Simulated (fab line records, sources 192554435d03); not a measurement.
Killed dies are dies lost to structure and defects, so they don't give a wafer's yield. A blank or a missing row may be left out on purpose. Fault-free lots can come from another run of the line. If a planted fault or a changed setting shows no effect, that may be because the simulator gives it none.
fab line records	flow n5_finfet
[record] lots = 6	wafers = 17	last_day = 17
route steps=1938 shown BEOL_M6@1212 PASSIVATION@1936
lots that met no fault: taken from a fault-free run of the same line
start_h: start of the lot's first displayed wafer, in hours after the record's first day	wait_h: time in hours since the lot's previous step	" as in the row above	L1.1+2: several wafers, shown together as one row	- value missing, or start not given	* or withheld: withheld	< > ~ a bound
route shown NAME@n: names a module that has steps shown in the file, with the first one's number in the route	usual: average and standard deviation across the fault-free wafers	same: alike in all rows	chamber/n: place in a boat	sites: per-site readings	_std_site: the values' standard deviation	_edge_site: the outer-site mean with the inner-site mean subtracted	radius_mm: for every site, how far away it sits from the centre of the wafer	mask NAME#n: copy n	behind: the tool/chamber that last shaped the wafer	hold: why the lot went on hold/how many hours it stayed there/how the hold came to an end	device: names the non-switching transistor (n, p or np)	end of line: the same wafers' tests at the end of the route	a step given without rows: its recipe and nothing more	killed: at the first sort, the dies lost to defects and structure; wafer yield is something else	map: a wafer's dies, marking killed ones x, the rest . and places with no die _
set.NAME: the run value of the setting; set.NAME@STEP: its run value at that earlier step	model.NAME: the simulator's own value behind a step, which no gauge read
lots at some steps of the route; a table a step, a row a wafer
services: a tool's chamber out of use, with start hour (start_h, from the record's first day; less than 0 if before it), hours out, and reason
[[steps]]
[step N5_BEOL_M6_ETCH_62]
[recipe] chemistry = N2/H2	target = SOC	target_depth_a = 1100	overetch_a = 220	mask_material = SiARC	temp_c = 40	time_s = 165	ion_energy_ev = 200	pressure_mtorr = 30	source_w = 840	bias_w = 150	n2_flow_sccm = 200	h2_flow_sccm = 200
[usual] drypump_motor_current_A = 5.71/0.3	oes_product_au = 0.66/0.068	rf_vpp_V = 524/3	showerhead_plenum_p_Torr = 2.56/0.11	throttle_valve_pct = 17.90/0.21
lot.wafer	tool	chamber	start_h	wait_h	drypump_motor_current_A	oes_product_au	rf_hours_counter_h	rf_vpp_V	showerhead_plenum_p_Torr	throttle_valve_pct
L330.1	rie_diel-05	0	196.79	0.0	6.32	0.59	237	526	2.63	18.27
L330.3	"	1	"	"	5.78	0.62	183	526	2.67	18.17
L330.4	"	3	"	"	5.82	0.70	80	528	2.68	17.62
L331.4	rie_diel-01	2	209.79	0.0	6.02	0.58	247	521	2.40	18.00
L331.5	"	0	"	"	6.09	0.76	-	522	2.50	18.04
L331.6	"	3	"	"	5.18	0.70	-	525	2.56	17.51
L332.1	rie_diel-02	3	215.85	0.0	5.42	0.62	202	524	2.52	18.07
L332.3	"	0	"	"	5.80	0.60	203	520	2.42	17.88
L332.4	"	2	"	"	5.36	0.67	92	522	2.45	17.68
L335.1	rie_diel-01	0	235.30	0.0	6.09	0.74	44	521	2.49	18.05
L335.5	"	0	"	"	6.10	0.74	-	523	2.49	18.07
L344.1	rie_diel-05	3	293.00	0.0	5.81	0.67	108	528	2.67	17.68
L344.2	"	2	"	"	5.61	0.62	177	521	2.43	18.01
L344.6	"	0	"	"	6.29	0.81	-	526	2.62	17.88
L349.1	rie_diel-05	3	326.99	0.0	5.77	0.66	122	527	2.66	17.69
L349.2	"	2	"	"	5.61	0.61	191	519	2.42	18.04
L349.4	"	0	"	"	6.35	0.78	16	525	2.62	17.91
[step N5_BEOL_M6_STRIP_68]
[recipe] chemistry = N2/H2	temp_c = 40	n2_flow_sccm = 200	h2_flow_sccm = 200	rf_frequency_hz = 6e+07
[step N5_BEOL_M6_STRIP_67]
[recipe] chemistry = CF4	resist = SiARC	power_w = 300	bias_power_w = 75	pressure_mtorr = 50	cf4_flow_sccm = 150	rf_frequency_hz = 6e+07
[usual] bias_power_w = 74.99/0.22	drypump_motor_current_A = 5.71/0.29	oes_product_au = 0.78/0.08	rf_vpp_V = 271.4/1.8	showerhead_plenum_p_Torr = 1.80/0.074	throttle_valve_pct = 13.58/0.19
lot.wafer	tool	chamber	start_h	wait_h	bias_power_w	drypump_motor_current_A	oes_product_au	rf_hours_counter_h	rf_vpp_V	showerhead_plenum_p_Torr	throttle_valve_pct
L330.1	rie_diel-05	0	196.94	0.0	75.29	6.29	0.69	237	271.0	1.84	13.78
L330.3	"	1	"	"	75.29	5.78	0.72	183	273.1	1.83	13.52
L330.4	"	3	"	"	74.43	5.79	0.83	80	273.5	1.88	13.35
L331.4	rie_diel-01	2	209.93	0.0	74.89	6.02	0.69	247	270.1	1.69	13.78
L331.5	"	0	"	"	75.21	6.08	0.90	-	268.2	1.75	13.55
L331.6	"	3	"	"	75.21	5.17	0.82	-	272.5	1.82	13.38
L332.1	rie_diel-02	3	215.99	0.0	75.06	5.33	0.74	202	270.8	1.78	13.88
L332.3	"	0	"	"	74.58	5.81	0.72	203	269.2	1.69	13.71
L332.4	"	2	"	"	75.01	5.37	0.79	92	270.3	1.74	13.47
L335.1	rie_diel-01	0	235.45	0.0	74.73	6.09	0.87	44	270.1	1.75	13.60
L335.5	"	0	"	"	75.06	6.10	0.88	-	271.0	1.75	13.60
L344.1	rie_diel-05	3	293.15	0.0	75.08	5.80	0.79	108	272.5	1.88	13.41
L344.2	"	2	"	"	74.77	5.60	0.74	178	268.0	1.71	13.76
L344.6	"	0	"	"	74.96	6.29	0.96	-	270.6	1.83	13.25
L349.1	rie_diel-05	3	327.14	0.0	74.81	5.82	0.78	122	271.5	1.87	13.45
L349.2	"	2	"	"	75.09	5.58	0.73	191	268.6	1.70	13.80
L349.4	"	0	"	"	75.15	6.30	0.92	16	272.1	1.83	13.29
[step N5_BEOL_M6_HM_OPEN_17]
[recipe] chemistry = Cl2/BCl3	target_depth_a = 200	overetch_a = 60	target = TiN	mask_material = SOC	ion_energy_ev = 150	pressure_mtorr = 10	icp_w = 1000	bias_w = 126	Cl2_flow_sccm = 53.25	bcl3_flow_sccm = 21.75	Ar_flow_sccm = 25
[usual] drypump_motor_current_A = 5.7/0.38	oes_product_au = 0.67/0.095	throttle_valve_pct = 22.2/0.32
lot.wafer	tool	chamber	start_h	wait_h	drypump_motor_current_A	oes_product_au	rf_hours_counter_h	throttle_valve_pct
L330.1	rie_metal-01	0	196.98	0.0	5.9	0.52	114	22.6
L330.3	"	1	"	"	5.7	0.76	-	22.1
L330.4	"	0	"	"	5.9	0.53	-	22.6
L331.4	rie_metal-02	0	210.01	0.1	5.7	0.59	-	22.4
L331.5	"	1	"	"	5.8	0.80	-	21.6
L331.6	"	0	"	"	5.6	0.60	-	22.4
L332.1	rie_metal-01	1	216.03	0.0	5.7	0.76	10	22.1
L332.3	"	1	"	"	5.7	0.78	-	22.1
L332.4	"	0	"	"	5.9	0.53	-	22.6
L335.1	rie_metal-03	0	235.49	0.0	6.6	0.55	107	22.1
L335.5	"	1	"	"	5.1	0.64	-	22.4
L344.1	rie_metal-01	1	293.19	0.0	5.7	0.72	18	22.1
L344.2	"	1	"	"	5.7	0.72	-	22.2
L344.6	"	1	"	"	5.7	0.72	-	22.2
L349.1	rie_metal-03	1	327.18	0.0	5.2	0.62	61	22.4
L349.2	"	1	"	"	5.2	0.63	-	22.4
L349.4	"	1	"	"	5.2	0.62	-	22.4
[step N5_BEOL_M6_STRIP_19]
[recipe] chemistry = O2	power_w = 400	temp_c = 40	pressure_mtorr = 30	rf_frequency_hz = 6e+07	bias_power_w = 0	overash_fraction = 0.2	o2_flow_sccm = 225
[step N5_BEOL_M6_CD_MEAS_18]
[recipe] pitch_nm = 80	target_cd_nm = 40
[usual] cd_nm = 40.3/0.68
lot.wafer	tool	chamber	start_h	wait_h	cd_nm
L330.1	cd_sem-03	-	197.22	0.0	40.7
L330.3	"	-	"	"	40.9
L330.4	"	-	"	"	41.5
L331.4	cd_sem-02	-	210.17	0.1	39.3
L331.5	"	-	"	"	42.3
L331.6	"	-	"	"	40.5
L332.1	cd_sem-02	-	216.21	0.0	40.3
L332.3	"	-	"	"	40.7
L332.4	"	-	"	"	40.0
L335.1	cd_sem-02	-	235.73	0.0	40.4
L335.5	"	-	"	"	39.3
L344.1	cd_sem-03	-	293.46	0.0	40.9
L344.2	"	-	"	"	40.6
L344.6	"	-	"	"	41.3
L349.1	cd_sem-01	-	327.46	0.0	39.6
L349.2	"	-	"	"	39.5
L349.4	"	-	"	"	40.5
[step N5_BEOL_M6_COAT_63]
[recipe] resist = SOC	temp_c = 250	time_s = 60	spin_rpm = 1500	resist_thk_nm = 60
[step N5_BEOL_M6_COAT_64]
[recipe] resist = SiARC	temp_c = 220	time_s = 60	spin_rpm = 1500	resist_thk_nm = 12
[step N5_BEOL_M6_COAT_71]
[recipe] resist = underlayer	temp_c = 205	time_s = 60	spin_rpm = 1500	resist_thk_nm = 5
[step N5_BEOL_M6_COAT_22]
[recipe] resist = CAR-EUV	spin_rpm = 1500	resist_thk_nm = 30
[step N5_BEOL_M6_EBR_24]
[recipe] solvent = PGMEA	ebr_width_mm = 1.5
[step N5_BEOL_M6_SOFTBAKE_23]
[recipe] temp_c = 110	time_s = 60	resist = CAR-EUV
[step N5_BEOL_M6_EXPOSE_25]
[recipe] mask_id = V5	na = 0.33	source_shape = annular	sigma_inner = 0.4	sigma_outer = 0.8	polarization = unpolarized	target_cd_nm = 40	dose_mj = 45
[usual] exposure_dose_mJ_cm2 = 45.00/0.044
lot.wafer	tool	chamber	start_h	wait_h	mask	exposure_dose_mJ_cm2
L330.1	euv_scanner-02	0	198.43	-	V5#0	44.97
L330.3	"	0	"	"	V5#0	44.99
L330.4	"	0	"	"	V5#0	44.99
L331.4	euv_scanner-02	0	211.98	-	V5#0	44.90
L331.5	"	0	"	"	V5#0	45.00
L331.6	"	0	"	"	V5#0	44.94
L332.1	euv_scanner-01	0	216.51	-	V5#0	44.94
L332.3	"	0	"	"	V5#0	45.05
L332.4	"	0	"	"	V5#0	45.05
L335.1	euv_scanner-02	0	235.94	-	V5#0	45.02
L335.5	"	0	"	"	V5#0	45.04
L344.1	euv_scanner-02	0	294.18	-	V5#0	45.00
L344.2	"	0	"	"	V5#0	45.02
L344.6	"	0	"	"	V5#0	44.99
L349.1	euv_scanner-01	0	328.09	-	V5#0	44.99
L349.2	"	0	"	"	V5#0	45.01
L349.4	"	0	"	"	V5#0	44.95
[step N5_BEOL_M6_PEB_26]
[recipe] peb_temp_c = 100	peb_time_s = 60	resist = CAR-EUV
[step N5_BEOL_M6_DEVELOP_27]
[recipe] develop_time_s = 30	developer = TMAH	resist = CAR-EUV	rinse_liquid = surfactant_rinse	dry = air_spin	dev_temp_c = 23
[step N5_BEOL_M6_CD_MEAS_28]
[recipe] target_cd_nm = 40	landing_energy_ev = 500	detector = se_inlens
[usual] cd_nm = 39.94/0.26
lot.wafer	tool	chamber	start_h	wait_h	cd_nm
L330.1	cd_sem-03	0	198.56	-	39.65
L330.3	"	0	"	"	40.05
L330.4	"	0	"	"	39.45
L331.4	cd_sem-03	0	212.10	-	40.13
L331.5	"	0	"	"	40.60
L331.6	"	0	"	"	39.96
L332.1	cd_sem-01	0	216.65	-	40.13
L332.3	"	0	"	"	39.82
L332.4	"	0	"	"	39.75
L335.1	cd_sem-03	0	236.07	-	39.96
L335.5	"	0	"	"	40.65
L344.1	cd_sem-03	0	294.32	-	39.86
L344.2	"	0	"	"	39.83
L344.6	"	0	"	"	39.68
L349.1	cd_sem-03	0	328.23	-	39.81
L349.2	"	0	"	"	39.14
L349.4	"	0	"	"	39.85
[step N5_BEOL_M6_OVL_MEAS_29]
[recipe] points_per_wafer = 522
[usual] V5_OVL = 0.0/0.74
lot.wafer	tool	chamber	start_h	wait_h	V5_OVL[nm]
L330.1	overlay-01	0	198.59	0.0	0.5
L330.3	"	0	"	"	-0.1
L330.4	"	0	"	"	0.4
L331.4	overlay-01	0	212.14	0.0	-1.4
L331.5	"	0	"	"	-0.2
L331.6	"	0	"	"	-0.3
L332.1	overlay-01	0	216.68	0.0	0.2
L332.3	"	0	"	"	0.0
L332.4	"	0	"	"	1.2
L335.1	overlay-01	0	236.10	0.0	0.3
L335.5	"	0	"	"	0.1
L344.1	overlay-02	0	294.35	0.0	-1.0
L344.2	"	0	"	"	-0.7
L344.6	"	0	"	"	-0.5
L349.1	overlay-01	0	328.26	0.0	-0.6
L349.2	"	0	"	"	0.0
L349.4	"	0	"	"	-0.6
[step N5_BEOL_M6_INSPECT_30]
[recipe] mode = adi	inspect_instrument = brightfield
[usual] raw_defect_count = 394/87
lot.wafer	tool	chamber	start_h	wait_h	raw_defect_count
L330.1	defect_inspect-01	-	198.65	0.1	361
L330.3	"	-	"	"	401
L330.4	"	-	"	"	388
L331.4	defect_inspect-02	-	212.18	0.0	335
L331.5	"	-	"	"	378
L331.6	"	-	"	"	487
L332.1	defect_inspect-01	-	216.74	0.1	484
L332.3	"	-	"	"	354
L332.4	"	-	"	"	478
L335.1	defect_inspect-01	-	236.16	0.1	230
L335.5	"	-	"	"	339
L344.1	defect_inspect-02	-	294.41	0.1	382
L344.2	"	-	"	"	457
L344.6	"	-	"	"	383
L349.1	defect_inspect-02	-	328.32	0.1	356
L349.2	"	-	"	"	284
L349.4	"	-	"	"	288
[step N5_BEOL_M6_DESCUM_33]
[recipe] chemistry = O2	time_s = 7	source_power_w = 50	bias_power_w = 20	pressure_mtorr = 20	rf_frequency_hz = 2.712e+07	temp_c = 40	resist = CAR-EUV	o2_flow_sccm = 225
[usual] bias_power_w = 20.01/0.057	drypump_motor_current_A = 5.7/0.33	oes_product_au = 0.80/0.086	rf_vpp_V = 243.5/1.5	showerhead_plenum_p_Torr = 2.11/0.07	throttle_valve_pct = 20.48/0.21
lot.wafer	tool	chamber	start_h	wait_h	bias_power_w	drypump_motor_current_A	oes_product_au	rf_hours_counter_h	rf_vpp_V	showerhead_plenum_p_Torr	throttle_valve_pct	model.BEOL_M6.cd_nm
L330.1	rie_diel-02	0	198.96	0.3	19.99	5.8	0.71	198	242.0	2.01	20.61	39.8
L330.3	"	3	"	"	19.91	5.4	0.74	197	242.9	2.08	20.73	40
L330.4	"	1	"	"	20.02	5.7	0.93	9	245.2	2.19	20.02	39.8
L331.4	rie_diel-02	3	212.22	0.0	20.05	5.4	0.75	201	243.1	2.08	20.70	39.8
L331.5	"	3	"	"	19.98	5.4	0.74	-	242.4	2.08	20.71	40.6
L331.6	"	0	"	"	20.04	5.8	0.72	-	241.5	2.01	20.62	39.8
L332.1	rie_diel-02	1	216.91	0.2	20.10	5.7	0.91	14	245.9	2.19	20.04	40
L332.3	"	2	"	"	19.94	5.4	0.80	93	242.2	2.05	20.59	39.8
L332.4	"	0	"	"	20.08	5.8	0.71	204	241.6	2.01	20.62	39.8
L335.1	rie_diel-02	1	236.24	0.1	20.09	5.7	0.89	24	245.9	2.19	20.05	40.2
L335.5	"	3	"	"	20.03	5.3	0.73	-	243.9	2.08	20.75	40.4
L344.1	rie_diel-01	1	294.44	0.0	19.99	5.8	0.67	232	243.3	2.13	20.43	39.6
L344.2	"	3	"	"	19.97	5.2	0.78	117	242.1	2.11	20.35	40
L344.6	"	3	"	"	19.91	5.2	0.78	-	242.5	2.11	20.32	39.8
L349.1	rie_diel-05	3	328.35	0.0	20.01	5.8	0.79	122	242.7	2.21	20.40	40
L349.2	"	0	"	"	20.00	6.3	0.90	16	243.5	2.13	20.20	39.8
L349.4	"	2	"	"	20.05	5.6	0.73	192	241.2	2.01	20.80	40
[step N5_BEOL_M6_ETCH_72]
[recipe] chemistry = N2/H2	target = underlayer	target_depth_a = 65	mask_material = CAR-EUV	time_s = 5.2	ion_energy_ev = 200	pressure_mtorr = 30	source_w = 840	bias_w = 150	n2_flow_sccm = 200	h2_flow_sccm = 200	ends = cleared
[usual] drypump_motor_current_A = 5.7/0.33	etch_rf_on_time_s = 5.15/0.16	oes_product_au = 0.68/0.074	rf_vpp_V = 524.5/2.8	showerhead_plenum_p_Torr = 2.56/0.098	throttle_valve_pct = 17.87/0.2
lot.wafer	tool	chamber	start_h	wait_h	drypump_motor_current_A	etch_rf_on_time_s	oes_product_au	rf_hours_counter_h	rf_vpp_V	showerhead_plenum_p_Torr	throttle_valve_pct
L330.1	rie_diel-02	0	199.00	0.0	5.8	5.09	0.61	198	523.4	2.42	17.92
L330.3	"	3	"	"	5.4	5.07	0.63	197	523.5	2.52	18.10
L330.4	"	1	"	"	5.7	5.19	0.81	9	530.9	2.72	17.89
L331.4	rie_diel-02	3	212.26	0.0	5.4	5.07	0.63	201	522.1	2.52	18.10
L331.5	"	3	"	"	5.4	5.09	0.63	-	524.4	2.52	18.11
L331.6	"	0	"	"	5.8	5.12	0.62	-	520.8	2.42	17.90
L332.1	rie_diel-02	1	216.94	0.0	5.7	5.26	0.80	14	530.0	2.72	17.90
L332.3	"	2	"	"	5.4	5.22	0.67	93	519.7	2.45	17.72
L332.4	"	0	"	"	5.8	5.25	0.60	204	520.7	2.42	17.90
L335.1	rie_diel-02	1	236.27	0.0	5.7	5.33	0.77	24	526.9	2.72	17.91
L335.5	"	3	"	"	5.4	5.11	0.62	-	524.1	2.52	18.09
L344.1	rie_diel-01	1	294.48	0.0	5.8	5.31	0.58	232	524.6	2.58	17.84
L344.2	"	3	"	"	5.2	5.09	0.69	117	526.3	2.55	17.59
L344.6	"	3	"	"	5.2	5.07	0.68	-	524.6	2.55	17.60
L349.1	rie_diel-05	3	328.39	0.0	5.8	5.21	0.66	122	525.6	2.66	17.73
L349.2	"	0	"	"	6.3	5.12	0.78	16	525.4	2.62	17.95
L349.4	"	2	"	"	5.6	5.15	0.62	192	522.8	2.42	18.07
[step N5_BEOL_M6_ETCH_65]
[recipe] chemistry = CF4	target = SiARC	target_depth_a = 156	mask_material = CAR-EUV	time_s = 26	ion_energy_ev = 80	pressure_mtorr = 40	source_w = 545	bias_w = 36	Ar_flow_sccm = 100	cf4_flow_sccm = 100	ends = cleared
[usual] drypump_motor_current_A = 5.7/0.33	etch_rf_on_time_s = 25.7/0.77	oes_product_au = 0.68/0.074	rf_vpp_V = 184.2/1.3	showerhead_plenum_p_Torr = 2.15/0.082	throttle_valve_pct = 15.61/0.18
lot.wafer	tool	chamber	start_h	wait_h	drypump_motor_current_A	etch_rf_on_time_s	oes_product_au	rf_hours_counter_h	rf_vpp_V	showerhead_plenum_p_Torr	throttle_valve_pct	model.BEOL_M6.cd_nm
L330.1	rie_diel-02	0	199.01	0.0	5.8	26.1	0.61	198	182.9	2.02	15.67	39.8
L330.3	"	3	"	"	5.4	25.9	0.63	197	182.8	2.14	15.93	40
L330.4	"	1	"	"	5.7	26.4	0.80	9	185.8	2.28	15.46	39.8
L331.4	rie_diel-02	3	212.27	0.0	5.4	25.8	0.63	201	184.0	2.13	15.91	39.6
L331.5	"	3	"	"	5.4	26.1	0.62	-	184.0	2.13	15.93	40.4
L331.6	"	0	"	"	5.8	26.1	0.60	-	180.7	2.02	15.68	40
L332.1	rie_diel-02	1	216.96	0.0	5.7	26.4	0.79	14	184.6	2.28	15.49	40
L332.3	"	2	"	"	5.4	25.9	0.68	93	183.9	2.09	15.59	39.8
L332.4	"	0	"	"	5.8	26.3	0.60	204	182.3	2.02	15.70	39.8
L335.1	rie_diel-02	1	236.29	0.0	5.7	26.5	0.77	24	186.5	2.27	15.48	40.2
L335.5	"	3	"	"	5.4	25.6	0.63	-	183.2	2.13	15.94	40.4
L344.1	rie_diel-01	1	294.50	0.0	5.8	26.1	0.59	232	186.5	2.21	15.81	39.6
L344.2	"	3	"	"	5.2	24.9	0.69	117	184.3	2.14	15.45	39.8
L344.6	"	3	"	"	5.2	25.0	0.69	-	182.9	2.14	15.44	39.8
L349.1	rie_diel-05	3	328.40	0.0	5.8	26.2	0.66	122	184.5	2.24	15.47	40
L349.2	"	0	"	"	6.3	25.9	0.79	16	184.6	2.19	15.37	39.8
L349.4	"	2	"	"	5.6	25.5	0.62	192	184.2	2.02	15.74	40
[step N5_BEOL_M6_ETCH_66]
[recipe] chemistry = N2/H2	target = SOC	target_depth_a = 800	overetch_a = 160	mask_material = SiARC	temp_c = 40	time_s = 120	ion_energy_ev = 200	pressure_mtorr = 30	source_w = 840	bias_w = 150	n2_flow_sccm = 200	h2_flow_sccm = 200
[usual] drypump_motor_current_A = 5.7/0.33	oes_product_au = 0.61/0.061	rf_vpp_V = 524.2/2.7	showerhead_plenum_p_Torr = 2.56/0.098	throttle_valve_pct = 17.83/0.2
lot.wafer	tool	chamber	start_h	wait_h	drypump_motor_current_A	oes_product_au	rf_hours_counter_h	rf_vpp_V	showerhead_plenum_p_Torr	throttle_valve_pct
L330.1	rie_diel-02	0	199.04	0.0	5.8	0.55	198	520.3	2.42	17.86
L330.3	"	3	"	"	5.4	0.57	197	522.9	2.52	18.04
L330.4	"	1	"	"	5.7	0.72	9	527.5	2.72	17.85
L331.4	rie_diel-02	3	212.30	0.0	5.4	0.56	201	522.6	2.52	18.04
L331.5	"	3	"	"	5.4	0.56	-	522.7	2.52	18.04
L331.6	"	0	"	"	5.8	0.54	-	520.2	2.42	17.87
L332.1	rie_diel-02	1	216.99	0.0	5.7	0.72	14	527.3	2.72	17.86
L332.3	"	2	"	"	5.4	0.60	93	522.4	2.44	17.68
L332.4	"	0	"	"	5.8	0.55	204	520.2	2.42	17.88
L335.1	rie_diel-02	1	236.32	0.0	5.7	0.70	24	528.8	2.72	17.89
L335.5	"	3	"	"	5.4	0.55	-	522.3	2.52	18.05
L344.1	rie_diel-01	1	294.52	0.0	5.8	0.53	232	525.5	2.58	17.79
L344.2	"	3	"	"	5.2	0.60	117	525.7	2.55	17.56
L344.6	"	3	"	"	5.2	0.60	-	525.3	2.55	17.56
L349.1	rie_diel-05	3	328.43	0.0	5.8	0.60	122	527.9	2.66	17.70
L349.2	"	0	"	"	6.3	0.70	16	525.6	2.62	17.89
L349.4	"	2	"	"	5.6	0.56	192	521.4	2.42	18.02
[step N5_PASSIVATION_PROBE_49]
[usual] defect_limited_yield = 91.0/1.4	killed_at_M0_to_M3 = 36/11	killed_at_M4_up = 13/5.4	killed_at_contacts = 12/6.4	killed_at_front_end = 41/13	killed_at_other = 2.9/2.3	killed_dies = 106/17	killed_open = 70/12	killed_short = 34/8.4	sort_bin_5_function = 5.2/1	sort_bin_6_memory = 3.4/0.63	sort_n_pass = 1074/18	sort_yield_pct = 91.0/1.6
[same] gross_dies = 1180	killed_at_back_side = 0	sort_bin_4_leakage[%] = 0	sort_bin_8_speed[%] = 0
lot.wafer	tool	chamber	start_h	wait_h	defect_limited_yield[%]	killed_at_M0_to_M3	killed_at_M4_up	killed_at_contacts	killed_at_front_end	killed_at_other	killed_dies	killed_open	killed_short	sort_bin_5_function[%]	sort_bin_6_memory[%]	sort_n_pass	sort_yield_pct[%]
L330.1	prober-02	-	286.73	0.0	88.9	62	9	10	44	6	131	84	40	6.9	3.8	1049	88.9
L330.3	prober-02	-	286.83	0.1	90.8	40	15	9	41	4	109	66	39	5.9	3.1	1071	90.8
L330.4	prober-02	-	286.88	0.2	89.0	64	13	9	44	0	130	91	37	6.5	4.2	1050	89.0
L331.4	prober-02	-	297.68	0.2	89.8	33	18	7	59	3	120	75	45	5.3	4.5	1060	89.8
L331.5	prober-02	-	297.73	0.2	89.7	36	9	6	65	5	121	72	49	6.1	3.9	1059	89.7
L331.6	prober-02	-	297.78	0.3	88.3	46	6	10	76	0	138	82	49	7.0	3.6	1042	88.3
L335.1	prober-02	-	322.86	0.0	90.8	39	7	14	47	2	109	70	39	4.6	4.3	1071	90.8
L335.5	prober-02	-	323.06	0.2	93.5	30	8	14	22	3	77	47	29	2.9	3.1	1103	93.5
// killed by level:class
L330.1 BEOL_M0_SAQP:geometric_particle:open=14 BEOL_M0_SAQP:geometric_particle:short=13 BEOL_M2:geometric_particle:open=11 BEOL_M1:geometric_particle:open=8 MOL_CONTACT_COAG:geometric_particle:open=8 FIN_SAQP:geometric_particle:open=7 BEOL_M0:geometric_particle:open=7 FIN_SAQP:geometric_particle:short=6
L330.3 STI_FIN_REVEAL:geometric_particle:open=10 GATE_CUT:geometric_particle:short=9 BEOL_M0_SAQP:geometric_particle:short=8 MOL_CONTACT_COAG:geometric_particle:open=8 BEOL_M2:geometric_particle:open=8 BEOL_M3:geometric_particle:open=7 BEOL_M0_SAQP:geometric_particle:open=6 FIN_SAQP:geometric_particle:short=5
L330.4 BEOL_M0_SAQP:geometric_particle:open=17 BEOL_M2:geometric_particle:open=11 STI_FIN_REVEAL:geometric_particle:open=9 BEOL_M0_SAQP:geometric_particle:short=9 FIN_SAQP:geometric_particle:open=8 MOL_CONTACT_COAG:geometric_particle:open=8 BEOL_M3:geometric_particle:open=8 GATE_CUT:geometric_particle:open=5
L331.4 STI_FIN_REVEAL:geometric_particle:open=16 FIN_SAQP:geometric_particle:short=9 BEOL_M3:geometric_particle:open=9 FIN_SAQP:geometric_particle:open=8 BEOL_M0_SAQP:geometric_particle:open=8 BEOL_M0_SAQP:geometric_particle:short=7 STI_FIN_REVEAL:geometric_particle:short=6 GATE_CUT:geometric_particle:short=6
L331.5 STI_FIN_REVEAL:geometric_particle:open=15 FIN_SAQP:geometric_particle:short=14 BEOL_M0_SAQP:geometric_particle:short=12 FIN_SAQP:geometric_particle:open=9 BEOL_M3:geometric_particle:open=9 BEOL_M0_SAQP:geometric_particle:open=7 MOL_CONTACT_COAG:geometric_particle:open=6 GATE_CUT:geometric_particle:short=5
L331.6 FIN_SAQP:geometric_particle:short=20 MOL_CONTACT_COAG:geometric_particle:open=10 STI_FIN_REVEAL:geometric_particle:open=10 BEOL_M0_SAQP:geometric_particle:open=10 FIN_SAQP:geometric_particle:open=9 BEOL_M1:geometric_particle:open=9 BEOL_M0_SAQP:geometric_particle:short=8 BEOL_M2:geometric_particle:open=7
L335.1 BEOL_M0_SAQP:geometric_particle:short=16 MOL_CONTACT_COAG:geometric_particle:open=14 DUMMY_GATE:geometric_particle:open=12 STI_FIN_REVEAL:geometric_particle:open=10 BEOL_M0_SAQP:geometric_particle:open=8 FIN_SAQP:geometric_particle:short=7 FIN_SAQP:geometric_particle:open=6 BEOL_M1:geometric_particle:open=6
L335.5 MOL_CONTACT_COAG:geometric_particle:open=12 BEOL_M0_SAQP:geometric_particle:short=9 BEOL_M1:geometric_particle:open=7 BEOL_M0_SAQP:geometric_particle:open=6 STARTING-WAFER:geometric_particle:open=5 FIN_SAQP:geometric_particle:open=3 STI_FIN_REVEAL:geometric_particle:open=3 BEOL_M1:geometric_particle:short=3
[[services]]
tool	chamber	start_h	hours	kind
euv_scanner-01	-	174.64	1.0	pm
rie_metal-03	0	191.47	12.2	repair
rie_metal-02	-	196.12	2.8	pm
rie_diel-01	0	196.80	1.5	repair
rie_diel-01	2	198.84	3.8	repair
euv_scanner-02	-	200.14	0.3	repair
euv_scanner-01	-	205.80	0.3	repair
euv_scanner-02	-	210.77	1.0	pm
rie_diel-05	-	219.15	28.1	pm
rie_diel-01	1	224.90	1.9	repair
euv_scanner-01	-	226.56	1.0	pm
euv_scanner-01	-	238.46	0.2	repair
rie_diel-01	-	260.12	2.1	repair
rie_diel-05	0	260.26	-	clean
euv_scanner-02	-	266.92	1.0	pm
euv_scanner-01	-	282.71	1.0	pm
rie_diel-05	1	284.51	16.5	repair
rie_diel-05	0	287.28	3.1	repair
rie_diel-02	3	307.53	2.1	repair
euv_scanner-02	-	311.00	0.3	repair
euv_scanner-02	-	315.42	4.6	pm
rie_diel-05	-	318.46	0.3	repair
rie_diel-01	-	319.33	0.6	repair
euv_scanner-02	-	323.07	1.0	pm
[[key]]
[first_sign] step = N5_BEOL_M6_CD_MEAS_28	reading = cd_nm	direction = up	sigmas = 2.6	usual = 39.94	struck = 40.62
effect none on later readings
[model_effect] step = N5_BEOL_M6_DESCUM_33	value = BEOL_M6.cd_nm	without = 39.8	struck = 40.5
[model_effect] step = N5_BEOL_M6_ETCH_65	value = BEOL_M6.cd_nm	without = 39.8	struck = 40.4
met_at N5_BEOL_M6_EXPOSE_25
struck_wafers L331.5,L335.5
onset_between 198.43 211.98
[fault] kind = process_parameter_drift	tool = euv_scanner-02	chamber = -	onset_h = 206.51	steps = N5_BEOL_M6_EXPOSE_25	channel = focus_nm	offset = 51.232	shape = step	end_h = 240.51	scope = struck_wafers_only
